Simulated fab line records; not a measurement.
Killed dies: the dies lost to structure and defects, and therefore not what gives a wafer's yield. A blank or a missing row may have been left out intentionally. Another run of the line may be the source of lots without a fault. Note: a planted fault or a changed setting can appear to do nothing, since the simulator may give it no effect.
fab line records ; flow nand_harc
[record] lots = 15; wafers = 45; last_day = 33
route steps=1302 shown A_SLIT@938 A_WL_FILL@953
lots that met no fault: taken from a fault-free run of the same line
start_h: hours from the record's opening day to when the first of the lot's shown wafers began ; wait_h: hours from the lot's prior step to this one ; " same as the row above ; L1.1+2: one row covering several wafers at once ; - no value present, or no start provided ; * or withheld: withheld ; < > ~ a bound
route shown NAME@n: a module of which the file shows steps, and the number in the route of the first ; usual: mean/standard deviation taken from wafers without a fault ; same: alike in all rows ; chamber/n: place in a boat ; sites: per-site readings ; _std_site: standard deviation of those values ; _edge_site: mean of outer sites minus mean of inner sites ; radius_mm: for every site, how far away it sits from the centre of the wafer ; mask NAME#n: copy n ; behind: tool/chamber where the wafer was last shaped ; hold: the reason the lot was held/the length of the hold in hours/how it ended ; device: which transistor (n, p or np) failed to switch ; end of line: the tests these same wafers got at the end of their route ; step lacking rows: just its recipe ; killed: dies that structure and defects cost at the first sort, which is not the same as the wafer's yield ; map: dies across one wafer; x = killed, . = not, _ = none there
set.NAME: the run value of the setting; set.NAME@STEP: its run value at that earlier step ; model.NAME: the simulator's own value behind a step, which no gauge read
steps of the route over a sample of lots; a table a step, a row a wafer
services: the hour from which a tool's chamber was out of use, counted from the record's first day as start_h (under 0 if before that day), plus the number of hours and why
[[steps]]
[step NHARC_A_SLIT_ETCH_15]
[recipe] target_depth_a = 62000; over_etch_frac = 0.3; time_s = 1612; ion_energy_ev = 150; o2_flow_sccm = 400; cos_flow_sccm = 20; ar_flow_sccm = 0; rf_w = 500; bias_w = 300; chemistry = O2/COS
[usual] drypump_motor_current_A = 5.7/0.43; oes_product_au = 1.003/0.013; rf_vpp_V = 314.6/2.1; showerhead_plenum_p_Torr = 3.15/0.14; throttle_valve_pct = 28.331/0.0093
[same] over_etch_frac = 0.3
lot.wafer;tool;chamber;start_h;wait_h;drypump_motor_current_A;oes_product_au;rf_hours_counter_h;rf_vpp_V;showerhead_plenum_p_Torr;throttle_valve_pct
L623.1;rie_diel-08;2;-;-;5.3;0.989;4;315.3;3.16;28.337
L623.2;rie_diel-08;0;-;-;5.9;1.019;4;312.2;2.91;28.337
L623.5;rie_diel-08;1;-;-;6.1;1.003;-;315.8;3.16;28.327
L626.2;rie_diel-13;2;-;-;5.2;0.984;8;317.6;3.34;28.336
L626.4;rie_diel-13;0;-;-;5.7;0.975;11;316.6;3.31;28.331
L626.1;rie_diel-13;1;-;-;5.8;0.996;9;312.1;2.99;28.321
L628.4;rie_diel-08;1;-;-;6.1;1.008;6;313.6;3.16;28.322
L628.2;rie_diel-08;0;-;-;6.0;1.015;7;310.9;2.91;28.323
L628.5;rie_diel-08;2;-;-;5.3;1.006;-;315.7;3.16;28.341
L627.4;rie_diel-13;3;-;-;5.1;1.020;13;312.9;3.02;28.326
L627.2;rie_diel-13;1;-;-;5.8;0.994;12;311.5;2.99;28.338
L627.3;rie_diel-13;2;-;-;5.2;0.992;12;316.9;3.34;28.339
L629.3;rie_diel-08;0;-;-;6.0;1.020;7;312.0;2.91;28.319
L629.4;rie_diel-08;1;-;-;6.1;1.021;7;314.3;3.16;28.339
L629.6;rie_diel-08;0;-;-;6.0;1.011;-;311.8;2.91;28.327
L630.2;rie_diel-08;1;-;-;6.1;1.021;8;315.6;3.16;28.322
L630.5;rie_diel-08;3;-;-;5.7;0.996;-;316.0;3.30;28.332
L630.6;rie_diel-08;0;-;-;5.9;1.018;-;310.9;2.91;28.331
L632.4;rie_diel-09;0;-;-;4.9;1.007;1;315.4;3.18;28.323
L632.1;rie_diel-09;2;-;-;6.0;0.970;1;311.1;2.94;28.334
L632.6;rie_diel-09;0;-;-;4.8;0.994;-;316.2;3.18;28.340
L636.1;rie_diel-09;3;-;-;6.1;1.001;5;316.2;3.28;28.338
L636.3;rie_diel-09;0;-;-;4.9;0.997;4;314.2;3.18;28.331
L636.6;rie_diel-09;1;-;-;6.1;1.020;-;315.2;3.16;28.324
L637.1;rie_diel-13;2;-;-;5.2;0.971;3;317.5;3.34;28.315
L637.4;rie_diel-13;0;-;-;5.7;0.995;3;317.3;3.30;28.329
L637.6;rie_diel-13;2;-;-;5.2;0.965;-;319.6;3.34;28.331
L635.3;rie_diel-08;2;-;-;5.3;1.005;1;316.1;3.16;28.342
L635.6;rie_diel-08;1;-;-;6.1;1.016;-;315.1;3.16;28.337
L635.4;rie_diel-08;2;-;-;5.3;0.996;-;313.6;3.15;28.326
L641.2;rie_diel-09;1;-;-;6.1;0.993;6;316.0;3.16;28.325
L641.3;rie_diel-09;2;-;-;6.0;0.982;8;312.2;2.94;28.333
L641.6;rie_diel-09;0;-;-;4.9;1.001;-;315.1;3.17;28.332
L642.3;rie_diel-08;0;-;-;5.9;1.009;3;310.3;2.91;28.340
L642.4;rie_diel-08;2;-;-;5.3;0.993;5;315.3;3.15;28.334
L642.6;rie_diel-08;0;-;-;5.9;1.016;-;310.9;2.91;28.338
L643.3;rie_diel-13;0;-;-;5.7;0.999;7;315.2;3.30;28.346
L643.2;rie_diel-13;1;-;-;5.8;1.000;5;312.2;2.99;28.331
L643.6;rie_diel-13;3;-;-;5.1;1.020;-;312.8;3.01;28.320
L644.4;rie_diel-09;0;-;-;4.8;0.999;9;314.8;3.17;28.318
L644.3;rie_diel-09;1;-;-;6.1;1.026;8;315.7;3.16;28.339
L644.6;rie_diel-09;2;-;-;6.0;0.989;-;312.7;2.94;28.334
L645.3;rie_diel-13;0;-;-;5.7;1.006;8;315.8;3.30;28.331
L645.1;rie_diel-13;1;-;-;5.8;0.990;6;312.5;2.99;28.324
L645.6;rie_diel-13;3;-;-;5.1;1.026;-;313.9;3.01;28.314
[step NHARC_A_SLIT_ETCH_17]
[recipe] bias_v = 900; source_w = withheld; pressure_mtorr = 20; ar_flow_sccm = 375; c4f8_flow_sccm = 83.3; o2_flow_sccm = 41.7; time_s = 4254.5; target_depth_a = 2.03e+05; chemistry = C4F8/O2/Ar
[usual] drypump_motor_current_A = 5.4/0.61; showerhead_plenum_p_Torr = 3.65/0.14; throttle_valve_pct = 32.047/0.0089
lot.wafer;tool;chamber;start_h;wait_h;drypump_motor_current_A;rf_hours_counter_h;showerhead_plenum_p_Torr;throttle_valve_pct
L623.2;har_etch-02;0;458.72;-;4.9;43;3.92;32.044
L623.1;har_etch-02;1;458.72;-;4.7;43;3.69;32.040
L623.5;har_etch-02;1;461.76;-;4.7;-;3.69;32.039
L626.2;har_etch-01;0;474.09;-;5.6;260;3.64;32.056
L626.1;har_etch-01;1;474.09;-;6.2;260;3.51;32.045
L626.4;har_etch-01;0;474.09;-;5.6;-;3.64;32.029
L628.2;har_etch-02;0;505.16;-;4.9;66;3.90;32.057
L628.4;har_etch-02;1;505.16;-;4.7;-;3.67;32.034
L628.5;har_etch-02;0;507.56;-;4.9;-;3.90;32.051
L627.2;har_etch-02;1;513.30;-;4.7;69;3.67;32.052
L627.4;har_etch-02;1;514.51;-;4.7;-;3.67;32.050
L627.3;har_etch-02;0;514.51;-;4.9;-;3.90;32.035
L629.3;har_etch-01;1;525.05;-;6.2;-;3.49;32.045
L629.4;har_etch-01;0;525.05;-;5.6;-;3.63;32.062
L629.6;har_etch-01;1;525.05;-;6.2;-;3.49;32.041
L630.2;har_etch-01;0;531.87;-;5.6;295;3.62;32.044
L630.6;har_etch-01;0;534.27;-;5.7;-;3.62;32.054
L630.5;har_etch-01;1;534.27;-;6.2;-;3.49;32.031
L632.1;har_etch-01;0;545.42;-;5.6;298;3.62;32.041
L632.4;har_etch-01;1;547.23;-;6.2;-;3.49;32.041
L632.6;har_etch-01;0;547.23;-;5.6;-;3.62;32.047
L636.1;har_etch-02;1;586.36;-;4.7;112;3.65;32.042
L636.3;har_etch-02;1;587.57;-;4.7;-;3.65;32.055
L636.6;har_etch-02;1;588.79;-;4.7;-;3.65;32.055
L637.1;har_etch-01;1;586.96;-;6.2;325;3.47;32.040
L637.4;har_etch-01;0;588.78;-;5.6;-;3.61;32.046
L637.6;har_etch-01;0;589.99;-;5.6;-;3.61;32.036
L635.3;har_etch-02;1;591.40;-;4.7;-;3.65;32.073
L635.4;har_etch-02;0;591.40;-;4.8;-;3.87;32.055
L635.6;har_etch-02;0;593.22;-;4.9;-;3.87;32.060
L641.2;har_etch-01;0;647.09;-;5.6;356;3.59;32.051
L641.3;har_etch-01;0;648.28;-;5.6;-;3.59;32.047
L641.6;har_etch-01;1;648.28;-;6.2;-;3.46;32.071
L642.4;har_etch-01;0;656.22;-;5.6;-;3.58;32.043
L642.3;har_etch-01;1;656.22;-;6.2;-;3.45;32.043
L642.6;har_etch-01;1;658.03;-;6.2;-;3.45;32.050
L643.2;har_etch-02;0;661.14;-;4.9;158;3.85;32.034
L643.3;har_etch-02;0;662.34;-;4.8;-;3.85;32.048
L643.6;har_etch-02;1;664.14;-;4.7;-;3.63;32.041
L644.4;har_etch-02;0;670.47;-;4.9;-;3.85;32.043
L644.3;har_etch-02;1;670.47;-;4.6;-;3.62;32.044
L644.6;har_etch-02;1;672.27;-;4.6;-;3.62;32.047
L645.1;har_etch-01;1;678.14;-;6.2;379;3.44;32.048
L645.3;har_etch-01;1;679.37;-;6.2;-;3.44;32.045
L645.6;har_etch-01;0;679.37;-;5.6;-;3.58;32.046
[step NHARC_A_SLIT_CD_MEAS_21]
[usual] cd_nm = 289.3/1.2
lot.wafer;tool;chamber;start_h;wait_h;cd_nm
L623.1;cd_sem-02;-;463.79;-;290.3
L623.2;cd_sem-02;-;463.79;-;289.4
L623.5;cd_sem-02;-;463.79;-;290.3
L626.1;cd_sem-01;-;479.14;-;288.8
L626.2;cd_sem-01;-;479.14;-;290.8
L626.4;cd_sem-01;-;479.14;-;290.1
L628.2;cd_sem-01;-;509.59;-;288.3
L628.4;cd_sem-01;-;509.59;-;289.5
L628.5;cd_sem-01;-;509.59;-;288.9
L627.2;cd_sem-01;-;518.87;-;289.0
L627.3;cd_sem-01;-;518.87;-;289.6
L627.4;cd_sem-01;-;518.87;-;289.8
L629.3;cd_sem-03;-;528.92;-;289.1
L629.4;cd_sem-03;-;528.92;-;289.7
L629.6;cd_sem-03;-;528.92;-;291.4
L630.2;cd_sem-02;-;536.94;-;288.5
L630.5;cd_sem-02;-;536.94;-;289.3
L630.6;cd_sem-02;-;536.94;-;287.1
L632.1;cd_sem-02;-;550.46;-;288.6
L632.4;cd_sem-02;-;550.46;-;287.5
L632.6;cd_sem-02;-;550.46;-;287.3
L636.1;cd_sem-02;-;591.50;-;287.7
L636.3;cd_sem-02;-;591.50;-;290.0
L636.6;cd_sem-02;-;591.50;-;289.8
L637.1;cd_sem-01;-;592.01;-;289.0
L637.4;cd_sem-01;-;592.01;-;290.3
L637.6;cd_sem-01;-;592.01;-;290.3
L635.3;cd_sem-03;-;595.25;-;289.0
L635.4;cd_sem-03;-;595.25;-;288.9
L635.6;cd_sem-03;-;595.25;-;290.2
L641.2;cd_sem-02;-;651.48;-;289.0
L641.3;cd_sem-02;-;651.48;-;289.6
L641.6;cd_sem-02;-;651.48;-;290.3
L642.3;cd_sem-03;-;660.06;-;289.3
L642.4;cd_sem-03;-;660.06;-;289.4
L642.6;cd_sem-03;-;660.06;-;288.9
L643.2;cd_sem-01;-;666.17;-;289.1
L643.3;cd_sem-01;-;666.17;-;287.5
L643.6;cd_sem-01;-;666.17;-;288.4
L644.3;cd_sem-03;-;674.30;-;288.9
L644.4;cd_sem-03;-;674.30;-;286.5
L644.6;cd_sem-03;-;674.30;-;286.8
L645.1;cd_sem-02;-;682.69;0.1;289.7
L645.3;cd_sem-02;-;682.69;0.1;289.6
L645.6;cd_sem-02;-;682.69;0.1;290.2
[step NHARC_A_WL_FILL_RTA_01]
[recipe] temp_c = 1000; time_s = 5
[usual] anneal_temp_c_max = 1003.2/0.65; lamp_power_pct = 29.03/0.11; lamp_zone_5_pct = 29.04/0.12; wafer_temp_C_max = 1003.9/0.96
lot.wafer;tool;chamber;start_h;wait_h;anneal_temp_c_max;lamp_power_pct;lamp_zone_5_pct;wafer_temp_C_max
L623.1;rtp_anneal-01;0;470.74;-;1003.3;29.12;29.15;1004.5
L623.2;rtp_anneal-01;0;470.74;-;1003.5;29.08;29.12;1003.9
L623.5;rtp_anneal-01;0;470.74;-;1002.8;29.10;29.15;1005.7
L626.1;rtp_anneal-02;0;486.07;-;1002.6;28.89;28.94;1002.7
L626.2;rtp_anneal-02;0;486.07;-;1002.6;28.95;28.87;1002.8
L626.4;rtp_anneal-02;0;486.07;-;1002.1;28.91;28.93;1003.3
L628.2;rtp_anneal-02;0;516.55;-;1003.8;28.86;28.89;1002.4
L628.4;rtp_anneal-02;0;516.55;-;1003.5;28.87;28.86;1003.7
L628.5;rtp_anneal-02;0;516.55;-;1003.8;28.85;28.91;1004.9
L627.2;rtp_anneal-01;0;525.89;-;1002.9;29.14;29.12;1004.7
L627.3;rtp_anneal-01;0;525.89;-;1003.5;29.13;29.16;1005.0
L627.4;rtp_anneal-01;0;525.89;-;1002.7;29.14;29.18;1005.2
L629.3;rtp_anneal-02;0;536.01;-;1003.4;28.84;28.87;1003.0
L629.4;rtp_anneal-02;0;536.01;-;1004.3;28.87;28.90;1002.8
L629.6;rtp_anneal-02;0;536.01;-;1003.8;28.92;28.93;1003.4
L630.2;rtp_anneal-01;0;543.98;-;1002.5;29.11;29.15;1004.9
L630.5;rtp_anneal-01;0;543.98;-;1002.4;29.14;29.16;1004.3
L630.6;rtp_anneal-01;0;543.98;-;1003.7;29.13;29.09;1005.0
L632.1;rtp_anneal-01;0;557.44;-;1003.3;29.10;29.14;1004.5
L632.4;rtp_anneal-01;0;557.44;-;1003.1;29.11;29.11;1004.0
L632.6;rtp_anneal-01;0;557.44;-;1003.6;29.15;29.16;1004.6
L636.1;rtp_anneal-01;-;598.39;-;-;-;-;-
L636.3;rtp_anneal-01;-;598.39;-;-;-;-;-
L636.6;rtp_anneal-01;-;598.39;-;-;-;-;-
L637.1;rtp_anneal-02;-;598.56;-;-;-;-;-
L637.4;rtp_anneal-02;-;598.56;-;-;-;-;-
L637.6;rtp_anneal-02;-;598.56;-;-;-;-;-
L635.3;rtp_anneal-01;-;603.15;-;-;-;-;-
L635.4;rtp_anneal-01;-;603.15;-;-;-;-;-
L635.6;rtp_anneal-01;-;603.15;-;-;-;-;-
L641.2;rtp_anneal-02;0;658.41;-;1005.4;28.95;28.97;1001.5
L641.3;rtp_anneal-02;0;658.41;-;1003.7;28.91;28.92;1002.5
L641.6;rtp_anneal-02;0;658.41;-;1003.0;28.96;28.94;1003.7
L642.3;rtp_anneal-01;0;667.13;-;1002.9;29.15;29.19;1003.7
L642.4;rtp_anneal-01;0;667.13;-;1004.0;29.11;29.17;1004.2
L642.6;rtp_anneal-01;0;667.13;-;1003.6;29.15;29.11;1004.5
L643.2;rtp_anneal-02;0;673.08;-;1003.5;28.93;28.86;1002.5
L643.3;rtp_anneal-02;0;673.08;-;1003.0;28.87;28.89;1002.4
L643.6;rtp_anneal-02;0;673.08;-;1002.3;28.86;28.92;1002.2
L644.3;rtp_anneal-02;0;681.34;-;1003.4;28.89;28.93;1005.4
L644.4;rtp_anneal-02;0;681.34;-;1004.3;28.90;28.95;1003.7
L644.6;rtp_anneal-02;0;681.34;-;1003.0;28.87;28.88;1003.1
L645.1;rtp_anneal-01;0;688.90;0.2;1003.2;29.11;29.13;1004.4
L645.3;rtp_anneal-01;0;688.90;0.2;1002.8;29.15;29.12;1003.1
L645.6;rtp_anneal-01;0;688.90;0.2;1002.9;29.10;29.16;1004.3
[[services]]
tool;chamber;start_h;hours;kind
rie_diel-08;0;450.30;-;clean
rie_diel-08;1;450.30;-;clean
rie_diel-08;2;450.30;-;clean
rie_diel-08;3;450.30;-;clean
rie_diel-08;3;471.08;5.0;repair
rie_diel-08;0;474.80;-;clean
rie_diel-08;1;474.80;-;clean
rie_diel-08;2;474.80;-;clean
rie_diel-08;1;475.54;13.1;repair
rie_diel-09;0;496.92;25.6;repair
rie_diel-09;-;497.10;9.0;pm
rie_diel-08;0;499.30;-;clean
rie_diel-08;1;499.30;-;clean
rie_diel-08;2;499.30;-;clean
rie_diel-13;-;519.00;9.0;pm
rie_diel-13;0;540.14;4.5;repair
rie_diel-08;2;540.60;7.3;repair
rie_diel-08;-;544.80;9.0;pm
rie_diel-13;-;568.82;4.4;repair
rie_diel-08;0;583.51;9.2;repair
rie_diel-13;2;618.97;3.3;repair
rie_diel-13;2;652.81;2.6;repair
rie_diel-09;-;674.10;9.0;pm
rie_diel-13;3;680.45;16.7;repair
[[key]]
[first_sign] step = NHARC_A_WL_FILL_RTA_01; reading = tool_record; direction = missing
effect none on later readings
met_at NHARC_A_WL_FILL_RTA_01
struck_lots L635,L636,L637
later_rows_left_out L635.3,L635.4,L635.6,L636.1,L636.3,L636.6,L637.1,L637.4,L637.6
sort_left_out L635.3,L635.4,L635.6,L636.1,L636.3,L636.6,L637.1,L637.4,L637.6
tester_left_out L635,L636,L637
not_acting_at NHARC_A_SLIT_ETCH_15,NHARC_A_SLIT_ETCH_17,NHARC_A_SLIT_CD_MEAS_21
onset_between 557.44 598.39
[fault] kind = skipped_step_whole; tool = rtp_anneal-01,rtp_anneal-02; chamber = -; onset_h = 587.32; steps = NHARC_A_WL_FILL_RTA_01; scope = struck_lots_only
// tester_left_out: of these lots the tester's yield and bins aren't shown, on N5 and GAA mostly nor the transistor test; their killed dies are dies lost to structure and defects alone, not to doping, threshold or leakage, so they don't give the yield
// sort_left_out: the simulated sort isn't trusted on such a fault, so these wafers' sort isn't shown, and their yield isn't known
// later_rows_left_out: the simulator's readings of these wafers behind a module that went badly wrong aren't trusted and aren't shown, but for the sort
